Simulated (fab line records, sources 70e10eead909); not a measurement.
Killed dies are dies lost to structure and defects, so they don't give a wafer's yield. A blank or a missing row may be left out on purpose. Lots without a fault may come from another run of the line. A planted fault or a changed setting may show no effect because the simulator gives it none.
Which tool did it? | flow nand_harc | 11 lots, 33 wafers sampled, at 5 steps of a route of 1302

WHAT THE GAUGES READ, wafer by wafer
NHARC_END_SORT_01. Usual: killed_at_array 53, standard deviation 21; killed_at_other 0.8, standard deviation 1.1; killed_at_periphery 4.2, standard deviation 2.7; killed_dies 58, standard deviation 22; killed_open 3.4, standard deviation 1.9; killed_short 2.5, standard deviation 1.6.
lot  | measured     | on        | killed_at_array | killed_at_other | killed_at_periphery | killed_dies | killed_open | killed_short | flag
L923 | day 29 13:03 | prober-01 | 14 18 20        | 1 0 1           | 4 4 0               | 19 22 21    | 4 2 3       | 0 1 0        |
L922 | day 29 13:04 | prober-02 | 52 70 48        | 0 0 0           | 5 8 5               | 57 78 53    | 2 5 2       | 4 4 2        |
L933 | day 33 05:50 | prober-02 | 71 68 77        | 0 0 0           | 1 4 2               | 72 72 79    | 0 5 6       | 2 1 3        |

WHICH TOOL RAN EACH LOT (tool, then ch and the chambers of the sampled wafers, then the start)
lot  | NHARC_A_STAIRCASE_TRIM_26                     | NHARC_A_STAIRCASE_ETCH_192         | NHARC_A_STAIRCASE_ETCH_199                    | NHARC_A_STAIRCASE_TRIM_200
L912 | rie_diel-12 ch 0,3, day 15 13:17 or earlier   | rie_diel-04 ch 1,2, day 15 13:17   | rie_diel-12 ch 0,1, no start                  | rie_diel-12 ch 0,2,3, no start
L916 | rie_diel-01 ch 2,3, day 17 18:55 or earlier   | rie_diel-01 ch 1,2,3, day 17 18:55 | rie_diel-01 ch 0,1,3, no start                | rie_diel-01 ch 0,1,2, no start
L923 | rie_diel-12 ch 1,2,3, day 20 13:35 or earlier | rie_diel-04 ch 0,2,3, day 20 13:35 | rie_diel-12 ch 1,2, day 29 13:03 or earlier   | rie_diel-12 ch 0,1, day 29 13:03 or earlier
L922 | rie_diel-01 ch 0,2,3, day 20 13:45 or earlier | rie_diel-12 ch 1,2,3, day 20 13:45 | rie_diel-04 ch 2, day 29 13:04 or earlier     | rie_diel-04 ch 0,2, day 29 13:04 or earlier
L925 | rie_diel-12 ch 1,2,3, day 21 07:36 or earlier | rie_diel-04 ch 2,3, day 21 07:36   | rie_diel-01 ch 0,1, no start                  | rie_diel-01 ch 0,2,3, no start
L927 | rie_diel-12 ch 0,1,2, day 22 10:23 or earlier | rie_diel-12 ch 0,2,3, day 22 10:23 | rie_diel-12 ch 0,1,2, no start                | rie_diel-12 ch 1,2,3, no start
L929 | rie_diel-12 ch 1,2,3, day 23 00:44 or earlier | rie_diel-01 ch 0,1,3, day 23 00:44 | rie_diel-01 ch 2,3, no start                  | rie_diel-01 ch 0,1,2, no start
L931 | rie_diel-04 ch 1,2,3, day 23 08:24 or earlier | rie_diel-01 ch 1,2,3, day 23 08:24 | rie_diel-01 ch 0,1, no start                  | rie_diel-01 ch 2,3, no start
L933 | rie_diel-01 ch 0,1, day 24 23:35 or earlier   | rie_diel-01 ch 0,1, day 24 23:35   | rie_diel-12 ch 0,1,2, day 33 05:50 or earlier | rie_diel-12 ch 0,2, day 33 05:50 or earlier
L932 | rie_diel-12 ch 0,2,3, day 24 23:44 or earlier | rie_diel-04 ch 0,2, day 24 23:44   | rie_diel-04 ch 1,3, no start                  | rie_diel-04 ch 0,3, no start
L934 | rie_diel-01 ch 2,3, day 25 08:55 or earlier   | rie_diel-12 ch 1,2,3, day 25 08:55 | rie_diel-12 ch 1,2, no start                  | rie_diel-12 ch 0,1,3, no start
- NHARC_A_STAIRCASE_TRIM_26: chemistry O2, time 211.2 s.
- NHARC_A_STAIRCASE_ETCH_192: etches the open film in C4F8/O2, target depth 100 nm, time 40.5 s.
- NHARC_A_STAIRCASE_ETCH_199: etches the open film in C4F8/O2, target depth 100 nm, time 40.5 s.
- NHARC_A_STAIRCASE_TRIM_200: chemistry O2, time 211.2 s.

WHAT THE TOOLS THEMSELVES READ (means of the sampled wafers that have a number; where no wafer has one, the mark that the record gives instead)
NHARC_A_STAIRCASE_TRIM_26. Usual: chamber_pressure_mTorr 60.00 mTorr, standard deviation 0.052; drypump_motor_current_A 5.7 A, standard deviation 0.34; oes_product_au 1.003 a.u., standard deviation 0.01; rf_vpp_V 57.9 V, standard deviation 0.87; showerhead_plenum_p_Torr 3.56 Torr, standard deviation 0.15; throttle_valve_pct 17.036 %, standard deviation 0.0095.
lot  | tool        | chamber_pressure_mTorr (mTorr) | drypump_motor_current_A (A) | oes_product_au (a.u.) | rf_vpp_V (V) | showerhead_plenum_p_Torr (Torr) | throttle_valve_pct (%) | flag
L912 | rie_diel-12 | 60.04                          | 5.9                         | 1.000                 | 58.7         | 3.67                            | 17.028                 |
L916 | rie_diel-01 | 60.00                          | 5.8                         | 1.005                 | 58.1         | 3.41                            | 17.039                 |
L923 | rie_diel-12 | 60.01                          | 5.6                         | 0.993                 | 58.2         | 3.58                            | 17.040                 |
L922 | rie_diel-01 | 59.99                          | 5.8                         | 1.006                 | 57.2         | 3.47                            | 17.043                 |
L925 | rie_diel-12 | 59.98                          | 5.6                         | 0.994                 | 58.1         | 3.58                            | 17.036                 |
L927 | rie_diel-12 | 60.03                          | 5.8                         | 0.998                 | 57.6         | 3.64                            | 17.030                 |
L929 | rie_diel-12 | 60.04                          | 5.6                         | 0.994                 | 58.4         | 3.57                            | 17.032                 |
L931 | rie_diel-04 | 60.02                          | 5.4                         | 1.009                 | 57.4         | 3.50                            | 17.031                 |
L933 | rie_diel-01 | 60.01                          | 5.7                         | 1.003                 | 57.9         | 3.57                            | 17.031                 |
L932 | rie_diel-12 | 59.99                          | 5.8                         | 1.005                 | 57.7         | 3.59                            | 17.038                 |
L934 | rie_diel-01 | 59.99                          | 5.9                         | 0.988                 | 58.3         | 3.42                            | 17.042                 |

NHARC_A_STAIRCASE_ETCH_192. Usual: chamber_pressure_mTorr 25.000 mTorr, standard deviation 0.026; oes_product_au 0.947 a.u., standard deviation 0.012; rf_fwd_power_W 591.1 W, standard deviation 2.8; rf_vpp_V 897 V, standard deviation 5.9.
lot  | tool        | chamber_pressure_mTorr (mTorr) | oes_product_au (a.u.) | rf_fwd_power_W (W) | rf_vpp_V (V) | flag
L912 | rie_diel-04 | 24.991                         | 0.936                 | 587.8              | 898          |
L916 | rie_diel-01 | 24.999                         | 0.963                 | 591.7              | 895          |
L923 | rie_diel-04 | 24.992                         | 0.851                 | 495.5              | 899          | OFF
L922 | rie_diel-12 | 25.026                         | 0.941                 | 592.4              | 898          |
L925 | rie_diel-04 | 24.995                         | 0.853                 | 492.5              | 899          | OFF
L927 | rie_diel-12 | 24.989                         | 0.939                 | 592.5              | 898          |
L929 | rie_diel-01 | 25.018                         | 0.946                 | 589.1              | 895          |
L931 | rie_diel-01 | 25.010                         | 0.960                 | 589.9              | 894          |
L933 | rie_diel-01 | 25.011                         | 0.947                 | 588.3              | 898          |
L932 | rie_diel-04 | 25.006                         | 0.942                 | 590.3              | 903          |
L934 | rie_diel-12 | 25.006                         | 0.933                 | 592.3              | 897          |

NHARC_A_STAIRCASE_ETCH_199. Usual: chamber_pressure_mTorr 25.001 mTorr, standard deviation 0.024; oes_product_au 0.948 a.u., standard deviation 0.012; rf_fwd_power_W 591.6 W, standard deviation 2.7; rf_vpp_V 898 V, standard deviation 5.5.
lot  | tool        | chamber_pressure_mTorr (mTorr) | oes_product_au (a.u.) | rf_fwd_power_W (W) | rf_vpp_V (V) | flag
L912 | rie_diel-12 | 25.016                         | 0.964                 | 594.3              | 905          |
L916 | rie_diel-01 | 25.025                         | 0.957                 | 591.9              | 897          |
L923 | rie_diel-12 | 24.993                         | 0.946                 | 592.3              | 900          |
L922 | rie_diel-04 | 25.024                         | 0.938                 | 588.7              | 904          |
L925 | rie_diel-01 | 25.005                         | 0.949                 | 589.7              | 898          |
L927 | rie_diel-12 | 24.996                         | 0.937                 | 592.0              | 901          |
L929 | rie_diel-01 | 24.983                         | 0.947                 | 590.6              | 893          |
L931 | rie_diel-01 | 24.994                         | 0.965                 | 589.1              | 899          |
L933 | rie_diel-12 | 24.980                         | 0.954                 | 591.2              | 900          |
L932 | rie_diel-04 | 25.002                         | 0.948                 | 588.8              | 898          |
L934 | rie_diel-12 | 25.018                         | 0.933                 | 593.7              | 899          |

NHARC_A_STAIRCASE_TRIM_200. Usual: chamber_pressure_mTorr 60.00 mTorr, standard deviation 0.053; drypump_motor_current_A 5.8 A, standard deviation 0.38; oes_product_au 1.003 a.u., standard deviation 0.01; rf_vpp_V 58.0 V, standard deviation 0.94; showerhead_plenum_p_Torr 3.59 Torr, standard deviation 0.15; throttle_valve_pct 17.036 %, standard deviation 0.0089.
lot  | tool        | chamber_pressure_mTorr (mTorr) | drypump_motor_current_A (A) | oes_product_au (a.u.) | rf_vpp_V (V) | showerhead_plenum_p_Torr (Torr) | throttle_valve_pct (%) | flag
L912 | rie_diel-12 | 60.02                          | 5.8                         | 1.005                 | 58.1         | 3.63                            | 17.043                 |
L916 | rie_diel-01 | 59.99                          | 5.7                         | 1.007                 | 58.2         | 3.58                            | 17.030                 |
L923 | rie_diel-12 | 60.02                          | 6.1                         | 1.009                 | 58.6         | 3.76                            | 17.027                 |
L922 | rie_diel-04 | 59.99                          | 6.1                         | 1.007                 | 58.4         | 3.78                            | 17.030                 |
L925 | rie_diel-01 | 60.02                          | 5.8                         | 0.992                 | 57.6         | 3.46                            | 17.047                 |
L927 | rie_diel-12 | 60.01                          | 5.6                         | 0.994                 | 57.8         | 3.58                            | 17.030                 |
L929 | rie_diel-01 | 60.00                          | 5.7                         | 1.011                 | 58.1         | 3.56                            | 17.034                 |
L931 | rie_diel-01 | 60.02                          | 5.9                         | 0.996                 | 57.1         | 3.42                            | 17.035                 |
L933 | rie_diel-12 | 60.04                          | 6.0                         | 1.001                 | 58.4         | 3.65                            | 17.031                 |
L932 | rie_diel-04 | 60.01                          | 5.9                         | 1.006                 | 58.2         | 3.79                            | 17.038                 |
L934 | rie_diel-12 | 60.01                          | 5.9                         | 1.006                 | 57.5         | 3.67                            | 17.037                 |

THE ANSWER, worked out from the rows above alone
Rule: a lot is off if the mean of its wafers that have a number lies more than 3 standard deviations from the usual mean. A lot without any number at a reading at which 4 lots or more have one is off too. The other lots that the step has rows for count as sound. The gauges are gone through in route order, then the tools' own readings, and for those a lot's mean is taken as printed above. The first step at which some lot is off is used, and at that step the reading that is off furthest; a lot without a number counts as furthest.
Off: L923, L925, at NHARC_A_STAIRCASE_ETCH_192 (rf_fwd_power_W).
A tool fits if, at that step or a process step before it, it ran every lot that is off, and no sound lot after the first of them. NHARC_A_STAIRCASE_TRIM_26 gives no start for some lots, so the hours and the order of its lots are those of NHARC_A_STAIRCASE_ETCH_192. None of those tried fits.

WHAT THE SIMULATOR HAD PUT IN
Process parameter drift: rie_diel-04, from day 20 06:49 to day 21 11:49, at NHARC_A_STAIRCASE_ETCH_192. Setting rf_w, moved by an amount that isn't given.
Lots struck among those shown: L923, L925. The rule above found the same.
